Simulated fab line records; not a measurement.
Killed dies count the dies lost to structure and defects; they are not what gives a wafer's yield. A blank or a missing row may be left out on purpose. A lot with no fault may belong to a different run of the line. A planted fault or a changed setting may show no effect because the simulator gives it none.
fab line records	flow nandHarc	part 1 of 2: steps 1 to 4 of 6
record lots=22	wafers=66	lastDay=32
route steps=1302 shown A_CHANNEL_HOLE_D2@609 A_CHANNEL_FILL_D2@629 A_STAIRCASE@650
lots with no fault: from the same line, run without faults
startH: hours from the record's opening day to when the first of the lot's shown wafers began	waitH: hours elapsed since this lot's preceding step	" repeats the value in the row above	L1.1+2: several wafers, shown together as one row	- either no value or no given start	* or withheld: withheld	< > ~ a bound
route shown NAME@n: a module of which the file shows steps, and the number in the route of the first	usual: the fault-free wafers' mean and standard deviation	same: alike in all rows	chamber/n: place in a boat	sites: readings site by site	_std_site: their standard deviation	_edge_site: the outer-site mean with the inner-site mean subtracted	radiusMm: for every site, how far away it sits from the centre of the wafer	mask NAME#n: copy n	behind: the tool/chamber that last shaped the wafer	hold: what put the lot on hold/how long, in hours/how the hold closed	device: which transistor (n, p or np) failed to switch	end of line: the same wafers' tests at the end of the route	where a step has no rows: the recipe by itself	killed: the dies lost at the first sort to structure and to defects; this is not the yield of the wafer	map: dies across one wafer; x = killed, . = not, _ = none there
set.NAME: the setting that was run; set.NAME@STEP: the one run at that earlier step	model.NAME: the simulator's own value behind a step, which no gauge read
one table for each step of the route and one row for each wafer, over a sample of lots
services: a tool's chamber out of use, with start hour (startH, from the record's first day; less than 0 if before it), hours out, and reason
## steps
# step NHARC_A_CHANNEL_HOLE_D2_INSPECT_40
# usual rawDefectCount=280/70
lot.wafer	tool	chamber	startH	waitH	rawDefectCount
L074.2	defectInspect-01	-	279.71	-	240
L074.3	"	-	"	"	308
L074.6	"	-	"	"	310
L075.3	defectInspect-01	-	280.78	-	285
L075.5	"	-	"	"	266
L075.6	"	-	"	"	371
L076.2	defectInspect-02	-	304.22	-	260
L076.4	"	-	"	"	358
L076.5	"	-	"	"	223
L078.1	defectInspect-02	-	312.38	-	278
L078.4	"	-	"	"	360
L078.6	"	-	"	"	357
L079.2	defectInspect-02	-	322.63	-	312
L079.3	"	-	"	"	229
L079.6	"	-	"	"	333
L077.3	defectInspect-01	-	333.89	-	275
L077.4	"	-	"	"	272
L077.5	"	-	"	"	234
L080.1	defectInspect-01	-	334.04	-	283
L080.3	"	-	"	"	292
L080.5	"	-	"	"	254
L081.1	defectInspect-02	-	367.70	-	271
L081.4	"	-	"	"	317
L081.6	"	-	"	"	268
L082.2	defectInspect-01	-	371.90	-	286
L082.3	"	-	"	"	175
L082.4	"	-	"	"	293
L083.1	defectInspect-02	-	376.39	-	368
L083.2	"	-	"	"	294
L083.6	"	-	"	"	251
L087.1	defectInspect-01	-	403.24	-	223
L087.2	"	-	"	"	256
L087.3	"	-	"	"	247
L086.2	defectInspect-02	-	405.12	-	203
L086.3	"	-	"	"	315
L086.6	"	-	"	"	225
L088.2	defectInspect-02	-	415.98	-	216
L088.4	"	-	"	"	285
L088.5	"	-	"	"	176
L089.3	defectInspect-01	-	416.33	-	296
L089.4	"	-	"	"	225
L089.6	"	-	"	"	227
L090.3	defectInspect-01	-	429.84	-	227
L090.4	"	-	"	"	177
L090.6	"	-	"	"	226
L091.1	defectInspect-01	-	443.71	-	262
L091.5	"	-	"	"	222
L091.6	"	-	"	"	268
L092.3	defectInspect-01	-	445.87	-	189
L092.5	"	-	"	"	247
L092.6	"	-	"	"	246
L094.4	defectInspect-02	-	472.11	-	247
L094.5	"	-	"	"	335
L094.6	"	-	"	"	286
L093.2	defectInspect-02	-	475.00	-	442
L093.3	"	-	"	"	265
L093.4	"	-	"	"	232
L096.1	defectInspect-01	-	492.67	-	304
L096.2	"	-	"	"	248
L096.4	"	-	"	"	329
L095.2	defectInspect-02	-	492.70	-	553
L095.4	"	-	"	"	368
L095.5	"	-	"	"	430
L097.1	defectInspect-02	-	506.08	-	291
L097.2	"	-	"	"	271
L097.3	"	-	"	"	374
# step NHARC_A_CHANNEL_FILL_D2_STRIP_29
# recipe timeS=20	o2FlowSccm=500	arFlowSccm=0	biasW=0	chemistry=O2
# usual drypumpMotorCurrentA=5.5/0.53	oesProductAu=0.997/0.0096	rfVppV=57.6/0.94	showerheadPlenumPTorr=3.46/0.16	throttleValvePct=17.037/0.0092
lot.wafer	tool	chamber	startH	waitH	drypumpMotorCurrentA	oesProductAu	rfHoursCounterH	rfVppV	showerheadPlenumPTorr	throttleValvePct
L074.2	rieDiel-11	0	-	-	5.4	0.982	2	56.6	3.73	17.025
L074.3	"	3	"	"	4.7	0.985	2	57.7	3.31	17.051
L074.6	"	0	"	"	5.4	0.974	-	57.6	3.73	17.026
L075.3	rieDiel-11	0	-	-	5.4	0.993	2	57.6	3.73	17.033
L075.6	"	0	"	"	5.4	0.993	-	59.3	3.73	17.042
L075.5	"	1	"	"	5.8	0.988	-	57.9	3.63	17.044
L076.2	rieDiel-13	3	-	-	5.2	0.998	0	58.1	3.37	17.048
L076.4	"	1	"	"	6.3	1.004	0	58.3	3.35	17.033
L076.5	"	3	"	"	5.2	1.014	-	57.6	3.37	17.048
L078.4	rieDiel-11	1	-	-	5.8	1.004	3	57.4	3.63	17.033
L078.1	"	3	"	"	4.7	0.996	2	56.3	3.31	17.050
L078.6	"	1	"	"	5.8	0.995	-	57.7	3.63	17.036
L079.2	rieDiel-11	3	-	-	4.7	0.977	2	57.3	3.31	17.047
L079.3	"	2	"	"	4.7	0.984	3	56.6	3.31	17.052
L079.6	"	0	"	"	5.4	0.986	-	57.1	3.73	17.038
L080.1	rieDiel-11	1	-	-	5.8	0.997	3	57.4	3.63	17.026
L080.3	"	2	"	"	4.7	0.996	3	58.8	3.31	17.043
L080.5	"	2	"	"	4.7	0.993	-	56.1	3.31	17.028
L077.4	rieDiel-11	1	-	-	5.8	1.001	4	58.0	3.63	17.044
L077.3	"	2	"	"	4.7	0.985	3	57.8	3.31	17.037
L077.5	"	0	"	"	5.4	0.987	-	58.2	3.73	17.043
L081.1	rieDiel-13	0	409.58	0.1	5.8	1.010	2	57.0	3.38	17.026
L081.4	"	2	"	"	6.2	0.991	-	57.7	3.63	17.022
L081.6	"	3	"	"	5.2	0.997	-	58.6	3.37	17.041
L083.2	rieDiel-02	2	-	-	5.4	0.997	6	56.9	3.39	17.043
L083.1	"	3	"	"	5.8	0.995	6	56.9	3.43	17.028
L083.6	"	1	"	"	6.2	1.009	-	57.5	3.42	17.048
L082.3	rieDiel-13	0	414.76	0.1	5.8	1.004	3	56.6	3.38	17.023
L082.2	"	3	"	"	5.2	0.996	3	56.1	3.37	17.056
L082.4	"	2	"	"	6.2	0.996	-	57.8	3.63	17.027
L086.2	rieDiel-11	1	-	-	5.8	1.015	0	58.5	3.63	17.037
L086.3	"	2	"	"	4.7	0.998	1	57.6	3.31	17.022
L086.6	"	2	"	"	4.7	0.998	-	58.5	3.31	17.045
L087.2	rieDiel-13	3	-	-	5.2	0.996	4	59.4	3.37	17.025
L087.1	"	1	"	"	6.3	1.004	3	57.2	3.35	17.049
L087.3	"	2	"	"	6.2	0.996	4	58.2	3.63	17.034
L088.4	rieDiel-13	3	-	-	5.2	1.014	4	56.2	3.37	17.041
L088.2	"	2	"	"	6.2	0.998	5	58.6	3.63	17.035
L088.5	"	0	"	"	5.8	1.006	-	56.1	3.38	17.034
L089.3	rieDiel-02	3	460.96	0.2	5.9	0.998	13	58.6	3.43	17.035
L089.4	"	0	"	"	5.7	0.998	-	56.5	3.29	17.045
L089.6	"	1	"	"	6.2	1.010	-	57.6	3.42	17.041
L090.3	rieDiel-11	1	-	-	5.8	1.007	1	58.6	3.63	17.025
L090.4	"	0	"	"	5.4	0.986	2	58.0	3.73	17.037
L090.6	"	2	"	"	4.7	1.001	-	57.6	3.31	17.036
L091.1	rieDiel-13	2	-	-	6.1	0.992	6	58.7	3.63	17.036
L091.5	"	2	"	"	6.1	0.981	-	59.1	3.63	17.041
L091.6	"	3	"	"	5.2	0.999	-	56.1	3.37	17.050
L092.3	rieDiel-02	3	-	-	5.8	0.990	17	57.3	3.43	17.026
L092.5	"	1	"	"	6.2	1.009	-	57.3	3.41	17.028
L092.6	"	2	"	"	5.4	0.981	-	57.0	3.39	17.044
L094.4	rieDiel-11	2	-	-	4.7	0.995	3	56.3	3.31	17.044
L094.5	"	0	"	"	5.4	1.006	-	58.2	3.73	17.037
L094.6	"	1	"	"	5.8	1.012	-	57.1	3.63	17.035
L093.2	rieDiel-11	2	-	-	4.7	0.991	3	58.5	3.31	17.043
L093.4	"	0	"	"	5.4	0.997	4	59.3	3.73	17.041
L093.3	"	1	"	"	5.8	1.008	3	59.2	3.62	17.039
L095.4	rieDiel-11	2	-	-	4.7	1.004	4	56.7	3.31	17.048
L095.2	"	0	"	"	5.4	0.998	4	56.3	3.73	17.037
L095.5	"	2	"	"	4.7	0.999	-	56.5	3.31	17.038
L096.1	rieDiel-13	3	-	-	5.2	0.992	1	56.9	3.37	17.028
L096.2	"	1	"	"	6.3	0.986	1	57.4	3.35	17.041
L096.4	"	2	"	"	6.2	1.000	1	59.1	3.63	17.036
L097.2	rieDiel-13	3	-	-	5.2	0.996	1	56.8	3.37	17.034
L097.3	"	0	"	"	5.8	0.995	1	57.4	3.38	17.037
L097.1	"	2	"	"	6.2	0.981	1	57.4	3.63	17.033
# step NHARC_A_STAIRCASE_DESCUM_168
# recipe timeS=3	o2FlowSccm=200	arFlowSccm=0	biasPowerW=0	chemistry=O2
# usual drypumpMotorCurrentA=5.5/0.5	oesProductAu=1.001/0.011	rfVppV=57.8/0.89	showerheadPlenumPTorr=1.92/0.09	throttleValvePct=11.311/0.0085
lot.wafer	tool	chamber	startH	waitH	drypumpMotorCurrentA	oesProductAu	rfHoursCounterH	rfVppV	showerheadPlenumPTorr	throttleValvePct
L074.2	rieDiel-01	3	328.77	-	5.5	1.015	45	57.4	1.99	11.300
L074.3	"	0	"	"	4.9	0.990	43	57.4	1.88	11.310
L074.6	"	0	"	"	5.0	1.002	-	58.4	1.88	11.307
L075.3	rieDiel-01	2	329.12	-	5.9	0.996	50	57.0	2.02	11.306
L075.6	"	3	"	"	5.5	1.015	-	57.3	1.98	11.307
L075.5	"	0	"	"	4.9	1.002	-	57.1	1.88	11.304
L076.4	rieDiel-01	0	356.03	-	4.9	0.990	49	59.0	1.88	11.312
L076.2	"	1	"	"	5.8	1.007	56	56.6	1.78	11.315
L076.5	"	3	"	"	5.5	1.014	-	57.4	1.98	11.320
L078.1	rieDiel-07	3	361.23	-	4.7	1.031	26	56.9	1.84	11.318
L078.4	"	0	"	"	4.8	0.987	24	59.3	1.98	11.314
L078.6	"	2	"	"	6.1	1.014	-	56.9	1.98	11.304
L079.2	rieDiel-07	3	373.67	-	4.7	1.018	32	56.6	1.84	11.315
L079.3	"	2	"	"	6.1	1.008	28	58.4	1.98	11.313
L079.6	"	0	"	"	4.8	0.984	-	59.5	1.98	11.314
L080.1	rieDiel-08	3	384.24	-	5.8	1.009	17	57.8	1.84	11.308
L080.3	"	1	"	"	5.6	0.985	11	56.5	1.86	11.306
L080.5	"	3	"	"	5.8	1.002	-	57.6	1.84	11.327
L077.4	rieDiel-07	2	384.24	-	6.1	1.012	32	57.9	1.98	11.308
L077.3	"	0	"	"	4.8	0.981	33	56.9	1.98	11.301
L077.5	"	2	"	"	6.1	1.020	-	58.0	1.98	11.300
L081.4	rieDiel-07	1	417.29	-	5.7	1.004	41	57.9	2.06	11.299
L081.1	"	3	"	"	4.7	1.016	48	59.2	1.83	11.312
L081.6	"	1	"	"	5.7	1.016	-	58.8	2.06	11.308
L083.1	rieDiel-08	3	422.20	-	5.8	1.011	28	57.5	1.84	11.322
L083.2	"	0	"	"	5.0	0.999	26	57.4	1.95	11.308
L083.6	"	0	"	"	5.0	1.006	-	57.2	1.95	11.308
L082.3	rieDiel-01	2	422.36	-	5.9	1.000	19	58.0	2.01	11.311
L082.4	"	3	"	"	5.5	0.999	13	57.5	1.98	11.303
L082.2	"	1	"	"	5.8	1.003	20	57.8	1.77	11.312
L086.2	rieDiel-01	3	451.83	-	5.5	1.005	26	57.7	1.97	11.311
L086.3	"	2	"	"	5.9	0.999	30	58.8	2.01	11.313
L086.6	"	0	"	"	4.9	1.001	-	57.1	1.87	11.308
L087.2	rieDiel-01	0	452.14	-	4.9	1.010	27	56.4	1.87	11.324
L087.3	"	2	"	"	5.9	0.995	30	59.7	2.01	11.303
L087.1	"	3	"	"	5.5	0.999	26	56.3	1.97	11.300
L089.3	rieDiel-01	2	467.30	-	5.9	1.004	36	58.5	2.01	11.304
L089.4	"	3	"	"	5.5	1.013	35	56.7	1.97	11.310
L089.6	"	2	"	"	5.9	1.008	-	57.3	2.01	11.293
L088.4	rieDiel-07	3	467.48	-	4.6	1.003	6	58.7	1.83	11.299
L088.2	"	2	"	"	6.1	0.993	7	58.0	1.97	11.308
L088.5	"	3	"	"	4.7	1.006	-	57.6	1.83	11.314
L090.4	rieDiel-07	3	481.81	-	4.7	0.995	9	57.1	1.83	11.301
L090.3	"	0	"	"	4.8	0.979	7	57.2	1.97	11.322
L090.6	"	2	"	"	6.1	0.989	-	57.2	1.97	11.310
L092.3	rieDiel-07	2	496.52	-	6.1	0.998	15	57.1	1.97	11.317
L092.6	"	0	"	"	4.8	0.992	-	57.7	1.97	11.301
L092.5	"	1	"	"	5.7	1.004	-	57.4	2.05	11.311
L091.1	rieDiel-07	0	496.66	-	4.8	0.980	12	58.1	1.97	11.311
L091.6	"	3	"	"	4.7	1.010	-	56.5	1.83	11.326
L091.5	"	0	"	"	4.8	0.985	-	59.8	1.97	11.300
L094.5	rieDiel-07	2	523.78	-	6.1	0.977	-	58.2	1.97	11.304
L094.6	"	3	"	"	4.7	0.981	-	57.7	1.82	11.326
L094.4	"	1	"	"	5.7	1.003	-	59.3	2.05	11.303
L093.2	rieDiel-01	2	528.27	-	5.9	1.001	59	58.9	2.00	11.299
L093.3	"	3	"	"	5.5	1.003	52	57.0	1.97	11.314
L093.4	"	0	"	"	4.9	1.000	51	57.9	1.86	11.304
L095.4	rieDiel-08	3	543.33	-	5.8	1.004	8	57.4	1.82	11.316
L095.2	"	0	"	"	4.9	0.998	0	58.7	1.94	11.312
L095.5	"	1	"	"	5.6	0.991	-	57.8	1.84	11.313
L096.2	rieDiel-08	2	543.62	-	6.1	0.991	8	58.9	1.80	11.329
L096.1	"	0	"	"	4.9	0.999	1	58.7	1.93	11.312
L096.4	"	1	"	"	5.6	1.008	8	57.8	1.84	11.320
L097.3	rieDiel-08	3	555.83	-	5.8	1.004	14	59.2	1.82	11.298
L097.1	"	1	"	"	5.6	0.993	13	57.4	1.84	11.300
L097.2	"	2	"	"	6.1	0.997	12	58.5	1.79	11.305
# step NHARC_A_STAIRCASE_TRIM_26
# recipe timeS=211.2	o2FlowSccm=500	arFlowSccm=0	biasW=0	chemistry=O2
# usual drypumpMotorCurrentA=5.5/0.48	oesProductAu=1.001/0.01	rfVppV=57.6/0.93	showerheadPlenumPTorr=3.52/0.15	throttleValvePct=17.037/0.0092
lot.wafer	tool	chamber	startH	waitH	drypumpMotorCurrentA	oesProductAu	rfHoursCounterH	rfVppV	showerheadPlenumPTorr	throttleValvePct
L074.3	rieDiel-08	3	-	-	5.8	1.011	49	57.8	3.41	17.036
L074.2	"	0	"	"	5.0	1.008	49	58.8	3.60	17.034
L074.6	"	2	"	"	6.1	0.990	-	57.0	3.36	17.034
L075.3	rieDiel-07	3	-	-	4.7	1.013	17	57.1	3.41	17.046
L075.6	"	1	"	"	5.7	1.006	-	58.3	3.79	17.038
L075.5	"	2	"	"	6.1	0.995	-	59.0	3.65	17.035
L076.4	rieDiel-08	2	-	-	6.0	0.995	2	57.0	3.36	17.059
L076.2	"	0	"	"	5.0	1.004	2	58.7	3.60	17.021
L076.5	"	3	"	"	5.8	1.018	-	57.9	3.41	17.053
L078.4	rieDiel-01	1	-	-	5.8	1.009	0	57.5	3.30	17.035
L078.1	"	3	"	"	5.5	1.006	0	57.7	3.65	17.036
L078.6	"	0	"	"	4.9	0.995	-	57.3	3.47	17.021
L079.2	rieDiel-07	1	-	-	5.7	1.015	27	57.8	3.79	17.048
L079.3	"	3	"	"	4.7	1.017	34	55.6	3.40	17.043
L079.6	"	0	"	"	4.8	0.988	-	57.9	3.64	17.029
L077.3	rieDiel-01	2	-	-	5.9	1.010	7	57.6	3.71	17.042
L077.4	"	0	"	"	4.9	1.003	7	57.7	3.47	17.040
L077.5	"	1	"	"	5.8	1.018	-	57.7	3.30	17.057
L080.3	rieDiel-01	2	-	-	5.9	1.015	7	56.9	3.71	17.023
L080.1	"	0	"	"	5.0	1.005	7	57.4	3.47	17.034
L080.5	"	1	"	"	5.8	1.002	-	57.5	3.30	17.042
L081.4	rieDiel-01	0	-	-	4.9	1.005	16	58.9	3.46	17.028
L081.1	"	2	"	"	5.9	0.989	19	57.0	3.70	17.036
L081.6	"	1	"	"	5.8	0.998	-	56.1	3.29	17.029
L083.1	rieDiel-07	1	-	-	5.7	1.004	43	58.1	3.78	17.038
L083.2	"	3	"	"	4.7	1.026	49	57.5	3.39	17.028
L083.6	"	1	"	"	5.7	1.010	-	56.9	3.78	17.036
L082.4	rieDiel-07	3	-	-	4.7	1.010	49	58.5	3.39	17.043
L082.2	"	1	"	"	5.7	0.996	43	56.9	3.78	17.035
L082.3	"	2	"	"	6.1	1.008	41	59.5	3.64	17.048
L086.3	rieDiel-08	1	-	-	5.6	0.994	32	57.7	3.42	17.026
L086.2	"	2	"	"	6.1	1.012	36	55.7	3.34	17.026
L086.6	"	0	"	"	5.0	1.001	-	57.8	3.58	17.025
L087.2	rieDiel-07	2	-	-	6.1	0.995	0	58.5	3.63	17.036
L087.1	"	0	"	"	4.8	0.991	0	58.5	3.62	17.028
L087.3	"	1	"	"	5.7	1.014	0	58.6	3.77	17.042
L088.2	rieDiel-08	3	-	-	5.8	1.011	47	57.8	3.39	17.040
L088.4	"	1	"	"	5.6	0.984	39	59.2	3.42	17.040
L088.5	"	3	"	"	5.8	1.009	-	58.1	3.39	17.048
L089.4	rieDiel-01	0	-	-	4.9	1.009	36	57.5	3.45	17.031
L089.3	"	2	"	"	5.9	1.005	38	60.2	3.69	17.033
L089.6	"	0	"	"	4.9	1.000	-	57.2	3.45	17.040
L090.4	rieDiel-07	3	-	-	4.7	0.998	10	57.6	3.38	17.025
L090.3	"	2	"	"	6.1	0.981	11	57.9	3.63	17.035
L090.6	"	3	"	"	4.7	0.988	-	57.4	3.38	17.032
L092.3	rieDiel-08	1	-	-	5.6	0.995	48	56.4	3.41	17.029
L092.5	"	1	"	"	5.6	0.993	-	57.9	3.42	17.036
L092.6	"	2	"	"	6.1	0.990	-	58.1	3.33	17.047
L091.1	rieDiel-01	3	-	-	5.5	1.005	46	56.8	3.62	17.049
L091.5	"	3	"	"	5.5	1.010	-	58.1	3.62	17.035
L091.6	"	0	"	"	4.9	1.005	-	58.1	3.45	17.013
L094.4	rieDiel-01	0	-	-	4.9	0.998	54	56.8	3.44	17.019
L094.5	"	3	"	"	5.5	1.003	-	58.2	3.62	17.034
L094.6	"	0	"	"	4.9	1.007	-	57.1	3.44	17.029
L093.3	rieDiel-07	1	-	-	5.7	1.002	29	58.4	3.76	17.053
L093.2	"	2	"	"	6.1	0.981	32	58.9	3.61	17.034
L093.4	"	2	"	"	6.1	0.988	-	56.5	3.61	17.025
L095.2	rieDiel-08	1	-	-	5.6	1.006	10	59.1	3.41	17.038
L095.4	"	0	"	"	5.0	0.994	2	58.2	3.57	17.043
L095.5	"	2	"	"	6.1	1.002	-	55.4	3.33	17.043
L096.2	rieDiel-08	0	-	-	5.0	0.997	2	57.2	3.56	17.031
L096.1	"	1	"	"	5.6	1.004	10	56.5	3.41	17.038
L096.4	"	2	"	"	6.1	0.998	9	57.6	3.33	17.042
L097.1	rieDiel-01	2	-	-	5.9	1.013	6	58.4	3.67	17.031
L097.3	"	3	"	"	5.6	0.993	6	56.5	3.61	17.063
L097.2	"	1	"	"	5.8	1.011	6	58.3	3.80	17.038
